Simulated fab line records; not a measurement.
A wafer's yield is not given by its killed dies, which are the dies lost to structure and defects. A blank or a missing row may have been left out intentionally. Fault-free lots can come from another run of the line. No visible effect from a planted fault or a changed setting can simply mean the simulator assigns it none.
Matching of chambers	flow n5 finfet	4 sister chambers for N5_BEOL_M2_STRIP_19 on rie diel-04
The step strips in O2. 8 wafers are shown with their chamber, then 8 later ones without.

## WAFERS PAIRED WITH THEIR CHAMBERS
wafer	chamber	drypump motor current A (A)	throttle valve pct (%)
L081.6	1	5.7	16.39
L082.3	0	4.9	16.73
L084.4	1	5.8	16.42
L084.6	3	5.8	16.60
L086.1	0	4.9	16.77
L086.4	3	5.8	16.60
L086.5	2	6.8	17.06
L090.1	2	6.8	17.05

## WAFERS MISSING THEIR CHAMBER
wafer	drypump motor current A (A)	throttle valve pct (%)
L090.2	5.8	16.62
L090.3	5.7	16.44
L090.4	4.9	16.74
L090.5	5.7	16.42
L090.6	6.8	17.07
L093.1	5.8	16.61
L093.3	5.7	16.43
L093.5	4.9	16.78

## CHAMBER TAKEN BY EACH
wafer	from the rows above	in truth
L090.2	3	3
L090.3	1	1
L090.4	0	0
L090.5	1	1
L090.6	2	2
L093.1	3	3
L093.3	1	1
L093.5	0	0
Correctly placed: 8 of 8. From these rows, 0 cannot be placed. Number placed wrongly: 0.
How it was worked out, from the rows above alone: a wafer's distance from a chamber is the root of the sum, over the readings, of the square of ((its reading less the chamber's mean) divided by the reading's scatter). The wafer belongs to the nearest chamber; if the next one is less than 2 further off, it can't be placed. Each chamber's mean is taken over the wafers shown for it. The scatter: the root of (the sum of the squares of (reading less its chamber's mean) over the shown wafers, divided by (wafers less chambers)).
